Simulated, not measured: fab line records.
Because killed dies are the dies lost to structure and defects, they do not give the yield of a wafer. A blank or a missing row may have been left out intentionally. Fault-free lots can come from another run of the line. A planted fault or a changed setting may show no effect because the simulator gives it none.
Which tool is to blame? -- flow nand-harc -- 22 lots with 66 wafers sampled at 6 steps, on a route of 1302 steps

## WHAT THE GAUGES READ, wafer by wafer
The record lacks any reading of a measuring or inspecting step that a usual standard deviation could be used to judge.

## WHICH TOOL RAN EACH LOT (tool, then ch and the chambers of the sampled wafers, then the start)
lot,NHARC_P_M2_ETCH_28,NHARC_P_BONDPAD_ETCH_24,NHARC_A_CHANNEL_HOLE_D1_ETCH_23,NHARC_A_CHANNEL_HOLE_D1_ETCH_25,NHARC_A_CHANNEL_FILL_D1_CMP_10,NHARC_A_CHANNEL_HOLE_D2_ETCH_21
L074,"rie-diel-01 ch 1,2,3, day 8 13:44 or earlier","rie-diel-11 ch 0,1,2, day 8 13:44 or earlier","har-etch-01 ch 0,1, day 8 13:44","har-etch-01 ch 0,1, day 8 15:12","cmp-03 ch 0,1,3, day 10 21:25","har-etch-01 ch 0,1, day 13 09:22"
L075,"rie-diel-01 ch 0,1,2, day 8 21:31 or earlier","rie-diel-03 ch 0,1,3, day 8 21:31 or earlier","har-etch-02 ch 0,1, day 8 21:31","har-etch-02 ch 0,1, day 8 22:59","cmp-03 ch 0,1,3, day 11 05:50","har-etch-02 ch 0,1, day 13 11:42"
L076,"rie-diel-06 ch 0,2,3, day 9 19:14 or earlier","rie-diel-11 ch 1,2,3, day 9 19:14 or earlier","har-etch-02 ch 0,1, day 9 19:14","har-etch-02 ch 0,1, day 9 20:43","cmp-03 ch 0,1, day 12 01:29","har-etch-02 ch 0,1, day 14 08:47"
L077,"rie-diel-06 ch 0,3, day 7 15:29 or earlier","rie-diel-08 ch 0,2,3, day 7 15:29","har-etch-01 ch 0,1, day 9 21:15","har-etch-01 ch 0,1, day 9 22:46","cmp-01 ch 1,2,3, day 12 01:31","har-etch-01 ch 0,1, day 14 09:22"
L078,"rie-diel-06 ch 0,1,3, day 8 09:31 or earlier","rie-diel-08 ch 0,2,3, day 8 09:31","har-etch-02 ch 0,1, day 10 14:41","har-etch-02 ch 0,1, day 10 16:13","cmp-03 ch 2,3, day 12 19:50","har-etch-01 ch 0,1, day 15 10:56"
L079,"rie-diel-10 ch 0,1,2, day 10 09:08 or earlier","rie-diel-03 ch 0,1,2, day 10 09:08 or earlier","har-etch-01 ch 0,1, day 10 09:08","har-etch-01 ch 0,1, day 10 10:36","cmp-03 ch 0,1,3, day 12 14:39","har-etch-02 ch 0, day 15 09:29"
L080,"rie-diel-01 ch 0,1, day 11 03:56 or earlier","rie-diel-03 ch 0,1,2, day 11 03:56 or earlier","har-etch-02 ch 0,1, day 11 03:56","har-etch-02 ch 0,1, day 11 05:28","cmp-04 ch 0,1,3, day 13 08:19","har-etch-01 ch 0,1, day 15 23:27"
L081,"rie-diel-01 ch 1,2,3, day 11 03:32 or earlier","rie-diel-03 ch 1,2, day 11 03:32 or earlier","har-etch-01 ch 0,1, day 11 03:32","har-etch-01 ch 0,1, day 11 05:01","cmp-03 ch 2,3, day 13 08:19","har-etch-02 ch 0,1, day 16 01:48"
L082,"rie-diel-06 ch 0,1,2, day 9 22:05 or earlier","rie-diel-08 ch 0,3, day 9 22:05","har-etch-01 ch 0,1, day 11 23:31","har-etch-01 ch 0,1, day 12 01:01","cmp-04 ch 0,1,3, day 14 03:29","har-etch-02 ch 0,1, day 16 09:46"
L085,"rie-diel-06 ch 0,1,3, day 13 03:07 or earlier","rie-diel-11 ch 0,1,3, day 13 03:07 or earlier","har-etch-02 ch 0, day 13 03:07","har-etch-02 ch 0, day 13 04:37","cmp-03 ch 0,1,3, day 15 11:45","har-etch-02 ch 0,1, day 18 00:07"
L086,"rie-diel-01 ch 2,3, day 13 16:37 or earlier","rie-diel-08 ch 1,2,3, day 13 16:37 or earlier","har-etch-01 ch 0,1, day 13 16:37","har-etch-01 ch 0,1, day 13 18:10","cmp-01 ch 0,3, day 15 20:27","har-etch-02 ch 0,1, day 18 10:20"
L087,"rie-diel-06 ch 0,1,3, day 11 19:59 or earlier","rie-diel-08 ch 0,1,3, day 11 19:59","har-etch-02 ch 0,1, day 13 19:07","har-etch-02 ch 0,1, day 13 20:35","cmp-04 ch 1,2,3, day 15 20:27","har-etch-01 ch 0,1, day 18 08:27"
L089,"rie-diel-10 ch 1,2,3, day 14 18:29 or earlier","rie-diel-08 ch 1,3, day 14 18:29 or earlier","har-etch-02 ch 0,1, day 14 18:29","har-etch-02 ch 0,1, day 14 19:59","cmp-04 ch 0,2, day 16 22:19","har-etch-01 ch 0,1, day 19 14:46"
L088,"rie-diel-01 ch 0,2, day 14 14:11 or earlier","rie-diel-08 ch 2,3, day 14 14:11 or earlier","har-etch-02 ch 0,1, day 14 14:11","har-etch-02 ch 0,1, day 14 15:38","cmp-04 ch 1,2, day 16 19:14","har-etch-01 ch 0, day 19 10:32"
L090,"rie-diel-01 ch 0,1,2, day 13 13:03 or earlier","rie-diel-08 ch 2,3, day 13 13:03","har-etch-01 ch 0,1, day 15 16:00","har-etch-01 ch 0,1, day 15 17:28","cmp-01 ch 0,2, day 17 23:33","har-etch-02 ch 0,1, day 20 07:13"
L091,"rie-diel-01 ch 1,3, day 15 20:16 or earlier","rie-diel-08 ch 0,2,3, day 15 20:16 or earlier","har-etch-01 ch 0,1, day 15 20:16","har-etch-01 ch 0,1, day 15 21:46","cmp-03 ch 0,2,3, day 17 23:36","har-etch-01 ch 0,1, day 20 07:44"
L092,"rie-diel-10 ch 1,2,3, day 15 19:53 or earlier","rie-diel-03 ch 1,2,3, day 15 19:53 or earlier","har-etch-02 ch 0, day 15 19:53","har-etch-02 ch 0, day 15 22:49","cmp-04 ch 0,1,2, day 18 03:15","har-etch-02 ch 0,1, day 20 14:09"
L093,"rie-diel-01 ch 0,1,2, day 16 08:35 or earlier","rie-diel-11 ch 0,2,3, day 16 08:35 or earlier","har-etch-01 ch 0,1, day 16 08:35","har-etch-01 ch 0,1, day 16 10:05","cmp-01 ch 1,3, day 18 13:31","har-etch-01 ch 0,1, day 21 06:02"
L095,"rie-diel-10 ch 0,3, day 17 07:25 or earlier","rie-diel-11 ch 0,1,2, day 17 07:25 or earlier","har-etch-01 ch 0,1, day 17 07:25","har-etch-01 ch 0,1, day 17 08:58","cmp-03 ch 0,1,2, day 19 11:08","har-etch-02 ch 0,1, day 22 04:43"
L094,"rie-diel-01 ch 1,2,3, day 17 11:13 or earlier","rie-diel-11 ch 1,2,3, day 17 11:13 or earlier","har-etch-01 ch 0,1, day 17 11:13","har-etch-01 ch 0,1, day 17 12:40","cmp-03 ch 0,1,2, day 19 17:05","har-etch-01 ch 0,1, day 22 00:47"
L096,"rie-diel-10 ch 1,2, day 17 16:26 or earlier","rie-diel-08 ch 0,1,3, day 17 16:26 or earlier","har-etch-02 ch 0,1, day 17 16:26","har-etch-02 ch 0,1, day 17 17:55","cmp-03 ch 0,3, day 19 23:10","har-etch-01 ch 1, day 22 04:53"
L097,"rie-diel-06 ch 2,3, day 18 13:51 or earlier","rie-diel-11 ch 2,3, day 18 13:51 or earlier","har-etch-01 ch 0,1, day 18 13:51","har-etch-01 ch 0,1, day 18 15:22","cmp-01 ch 0,2,3, day 20 17:27","har-etch-01 ch 0,1, day 22 21:43"
- NHARC_P_M2_ETCH_28: etches the open film in CF4/N2, target depth 30 nm, time 72.99 s.
- NHARC_P_BONDPAD_ETCH_24: etches the open film in CF4/N2, target depth 30 nm, time 72.99 s.
- NHARC_A_CHANNEL_HOLE_D1_ETCH_23: etches the open film in C4F8/O2/Ar, time 819 s, target depth 1600 nm.
- NHARC_A_CHANNEL_HOLE_D1_ETCH_25: etches the open film in C4F8/O2/Ar, time 1040.2 s, target depth 1500 nm.
- NHARC_A_CHANNEL_FILL_D1_CMP_10: polishes, target thk 150 nm.
- NHARC_A_CHANNEL_HOLE_D2_ETCH_21: etches the open film in C4F8/O2/Ar, time 514.3 s, target depth 1600 nm.

## WHAT THE TOOLS THEMSELVES READ (means of the sampled wafers that have a number; where no wafer has one, the mark that the record gives instead)
NHARC_P_M2_ETCH_28. Usual: drypump-motor-current-A 5.7 A, standard deviation 0.4; oes-product-au 1.000 a.u., standard deviation 0.0083; rf-vpp-V 314.2 V, standard deviation 1.6; showerhead-plenum-p-Torr 2.63 Torr, standard deviation 0.091; throttle-valve-pct 19.795 %, standard deviation 0.0089.
lot,tool,drypump-motor-current-A (A),oes-product-au (a.u.),rf-vpp-V (V),showerhead-plenum-p-Torr (Torr),throttle-valve-pct (%),flag
L074,rie-diel-01,5.5,0.998,313.7,2.60,19.798,
L075,rie-diel-01,5.5,1.005,313.8,2.61,19.798,
L076,rie-diel-06,5.9,1.000,313.3,2.61,19.801,
L077,rie-diel-06,5.9,1.001,315.4,2.68,19.794,
L078,rie-diel-06,5.8,1.000,315.0,2.69,19.799,
L079,rie-diel-10,5.8,0.993,315.4,2.70,19.796,
L080,rie-diel-01,5.3,1.004,315.0,2.66,19.794,
L081,rie-diel-01,5.5,1.002,312.9,2.60,19.795,
L082,rie-diel-06,6.1,0.998,315.7,2.64,19.791,
L085,rie-diel-06,5.8,0.999,314.4,2.68,19.797,
L086,rie-diel-01,5.7,0.992,312.8,2.56,19.802,
L087,rie-diel-06,5.8,1.009,314.8,2.68,19.797,
L089,rie-diel-10,5.6,1.003,314.0,2.61,19.794,
L088,rie-diel-01,5.6,1.001,312.9,2.57,19.793,
L090,rie-diel-01,5.5,1.003,313.9,2.61,19.786,
L091,rie-diel-01,5.2,1.002,313.9,2.59,19.792,
L092,rie-diel-10,5.6,1.002,315.1,2.61,19.801,
L093,rie-diel-01,5.5,0.993,314.4,2.61,19.804,
L095,rie-diel-10,5.9,1.000,315.5,2.74,19.799,
L094,rie-diel-01,5.5,0.997,312.9,2.60,19.795,
L096,rie-diel-10,5.6,1.009,313.9,2.62,19.792,
L097,rie-diel-06,5.9,1.002,312.3,2.52,19.788,

NHARC_P_BONDPAD_ETCH_24. Usual: drypump-motor-current-A 5.7 A, standard deviation 0.48; oes-product-au 0.997 a.u., standard deviation 0.0092; rf-vpp-V 314.8 V, standard deviation 2; showerhead-plenum-p-Torr 2.66 Torr, standard deviation 0.11; throttle-valve-pct 19.794 %, standard deviation 0.0087.
lot,tool,drypump-motor-current-A (A),oes-product-au (a.u.),rf-vpp-V (V),showerhead-plenum-p-Torr (Torr),throttle-valve-pct (%),flag
L074,rie-diel-11,5.6,0.993,315.2,2.71,19.800,
L075,rie-diel-03,5.9,0.993,314.1,2.63,19.796,
L076,rie-diel-11,5.7,0.992,315.7,2.70,19.792,
L077,rie-diel-08,5.7,0.996,314.9,2.68,19.801,
L078,rie-diel-08,5.6,0.995,315.8,2.68,19.796,
L079,rie-diel-03,5.5,0.980,315.8,2.70,19.802,
L080,rie-diel-03,5.5,0.994,315.5,2.70,19.803,
L081,rie-diel-03,5.7,0.977,315.4,2.70,19.799,
L082,rie-diel-08,5.3,1.000,313.2,2.59,19.792,
L085,rie-diel-11,5.9,0.998,314.0,2.63,19.801,
L086,rie-diel-08,5.8,0.997,314.2,2.61,19.794,
L087,rie-diel-08,5.6,1.002,314.4,2.59,19.803,
L089,rie-diel-08,5.4,0.992,313.1,2.52,19.786,
L088,rie-diel-08,5.4,0.995,313.1,2.61,19.798,
L090,rie-diel-08,5.4,0.994,313.4,2.61,19.791,
L091,rie-diel-08,5.7,1.008,315.7,2.68,19.795,
L092,rie-diel-03,5.7,1.002,313.9,2.62,19.791,
L093,rie-diel-11,5.5,0.996,315.2,2.65,19.795,
L095,rie-diel-11,5.6,1.003,315.7,2.71,19.790,
L094,rie-diel-11,5.7,0.998,315.2,2.69,19.791,
L096,rie-diel-08,5.6,1.002,313.2,2.59,19.800,
L097,rie-diel-11,5.3,1.001,315.6,2.72,19.790,

NHARC_A_CHANNEL_HOLE_D1_ETCH_23. Usual: drypump-motor-current-A 6.1 A, standard deviation 0.36; he-backside-leak-sccm 6.3 sccm, standard deviation 0.93; showerhead-plenum-p-Torr 3.67 Torr, standard deviation 0.06; throttle-valve-pct 32.154 %, standard deviation 0.0089.
lot,tool,drypump-motor-current-A (A),he-backside-leak-sccm (sccm),showerhead-plenum-p-Torr (Torr),throttle-valve-pct (%),flag
L074,har-etch-01,5.8,5.6,3.69,32.152,
L075,har-etch-02,6.1,6.4,3.71,32.151,
L076,har-etch-02,6.3,6.8,3.73,32.153,
L077,har-etch-01,5.8,5.7,3.69,32.150,
L078,har-etch-02,6.1,6.4,3.70,32.158,
L079,har-etch-01,5.9,7.3,3.68,32.154,
L080,har-etch-02,6.1,6.5,3.69,32.157,
L081,har-etch-01,6.0,5.6,3.64,32.155,
L082,har-etch-01,5.9,5.9,3.67,32.154,
L085,har-etch-02,6.6,7.1,3.74,32.157,
L086,har-etch-01,5.8,6.0,3.66,32.159,
L087,har-etch-02,6.4,7.1,3.70,32.149,
L089,har-etch-02,6.3,9.0,3.69,32.161,
L088,har-etch-02,6.1,7.3,3.67,32.153,
L090,har-etch-01,5.9,6.1,3.65,32.155,
L091,har-etch-01,6.0,6.0,3.61,32.161,
L092,har-etch-02,6.7,7.4,3.71,32.153,
L093,har-etch-01,5.9,6.0,3.64,32.155,
L095,har-etch-01,6.0,5.9,3.60,32.155,
L094,har-etch-01,6.0,5.8,3.60,32.156,
L096,har-etch-02,6.3,5.8,3.67,32.145,
L097,har-etch-01,6.0,6.0,3.59,32.160,

NHARC_A_CHANNEL_HOLE_D1_ETCH_25. Usual: drypump-motor-current-A 6.1 A, standard deviation 0.35; he-backside-leak-sccm 6.3 sccm, standard deviation 0.96; showerhead-plenum-p-Torr 3.66 Torr, standard deviation 0.06; throttle-valve-pct 32.234 %, standard deviation 0.0094.
lot,tool,drypump-motor-current-A (A),he-backside-leak-sccm (sccm),showerhead-plenum-p-Torr (Torr),throttle-valve-pct (%),flag
L074,har-etch-01,5.9,5.6,3.69,32.239,
L075,har-etch-02,6.1,6.8,3.70,32.236,
L076,har-etch-02,6.4,6.9,3.73,32.234,
L077,har-etch-01,5.9,5.8,3.68,32.232,
L078,har-etch-02,6.1,6.7,3.69,32.237,
L079,har-etch-01,5.9,5.8,3.67,32.234,
L080,har-etch-02,6.1,6.6,3.69,32.233,
L081,har-etch-01,6.0,5.6,3.64,32.237,
L082,har-etch-01,5.9,5.9,3.67,32.229,
L085,har-etch-02,6.6,7.1,3.73,32.239,
L086,har-etch-01,5.9,6.0,3.65,32.234,
L087,har-etch-02,6.3,6.9,3.69,32.236,
L089,har-etch-02,6.4,7.1,3.69,32.240,
L088,har-etch-02,6.1,6.8,3.66,32.233,
L090,har-etch-01,5.8,5.9,3.64,32.235,
L091,har-etch-01,6.0,5.9,3.61,32.231,
L092,har-etch-02,6.6,7.3,3.70,32.231,
L093,har-etch-01,5.9,6.2,3.63,32.232,
L095,har-etch-01,6.1,7.9,3.59,32.230,
L094,har-etch-01,6.0,7.1,3.59,32.232,
L096,har-etch-02,6.3,5.6,3.67,32.231,
L097,har-etch-01,6.0,6.2,3.58,32.236,

NHARC_A_CHANNEL_FILL_D1_CMP_10. Usual: motor-current-A 12.2 A, standard deviation 1.4; time-to-endpoint-s 14.9 s, standard deviation 2.4.
lot,tool,motor-current-A (A),time-to-endpoint-s (s),flag
L074,cmp-03,12.8,16.2,
L075,cmp-03,13.0,13.4,
L076,cmp-03,11.9,15.9,
L077,cmp-01,12.2,16.2,
L078,cmp-03,11.7,12.9,
L079,cmp-03,13.0,15.6,
L080,cmp-04,11.6,11.2,
L081,cmp-03,11.9,12.7,
L082,cmp-04,11.6,16.8,
L085,cmp-03,13.4,14.5,
L086,cmp-01,12.0,19.6,
L087,cmp-04,12.4,15.4,
L089,cmp-04,11.1,17.6,
L088,cmp-04,12.1,13.4,
L090,cmp-01,10.9,16.0,
L091,cmp-03,12.0,12.9,
L092,cmp-04,11.5,16.5,
L093,cmp-01,13.8,14.4,
L095,cmp-03,11.3,14.8,
L094,cmp-03,11.5,15.8,
L096,cmp-03,13.3,14.1,
L097,cmp-01,11.5,15.0,

NHARC_A_CHANNEL_HOLE_D2_ETCH_21. Usual: drypump-motor-current-A 6.1 A, standard deviation 0.35; he-backside-leak-sccm 6.3 sccm, standard deviation 0.85; showerhead-plenum-p-Torr 3.63 Torr, standard deviation 0.061; throttle-valve-pct 32.155 %, standard deviation 0.0086.
lot,tool,drypump-motor-current-A (A),he-backside-leak-sccm (sccm),showerhead-plenum-p-Torr (Torr),throttle-valve-pct (%),flag
L074,har-etch-01,6.0,5.6,3.63,32.148,
L075,har-etch-02,6.3,6.9,3.70,32.144,
L076,har-etch-02,6.1,6.4,3.67,32.156,
L077,har-etch-01,6.0,5.7,3.62,32.161,
L078,har-etch-01,5.9,5.9,3.65,32.153,
L079,har-etch-02,6.7,7.3,3.71,32.162,
L080,har-etch-01,6.0,6.0,3.61,32.152,
L081,har-etch-02,6.1,6.7,3.66,32.160,
L082,har-etch-02,6.3,7.2,3.68,32.155,
L085,har-etch-02,6.4,5.7,3.67,32.155,
L086,har-etch-02,6.3,5.7,3.66,32.147,
L087,har-etch-01,6.0,5.9,3.59,32.156,
L089,har-etch-01,5.9,6.4,3.61,32.159,
L088,har-etch-01,5.7,6.9,3.65,32.156,
L090,har-etch-02,6.1,5.6,3.63,32.154,
L091,har-etch-01,5.8,6.5,3.61,32.162,
L092,har-etch-02,6.1,5.7,3.62,32.150,
L093,har-etch-01,6.0,6.1,3.57,32.156,
L095,har-etch-02,6.1,5.8,3.61,32.151,
L094,har-etch-01,5.9,6.7,3.60,32.158,
L096,har-etch-01,6.2,5.8,3.52,32.157,
L097,har-etch-01,6.0,6.1,3.56,32.157,

## THE ANSWER, worked out from the rows above alone
Rule: lot off if the mean of its wafers having a number is beyond 3 standard deviations from the usual mean. A lot without any number at a reading at which 4 lots or more have one is off too. Any other lot the step has rows for is counted as sound. First the gauges in route order, then the tools' own readings, where a lot's mean is used as printed above. The first step at which some lot is off is used, and at that step the reading that is off furthest; a lot without a number counts as furthest.
No lot is off at any reading shown: from this, nothing can be told.

## WHAT THE SIMULATOR PUT IN
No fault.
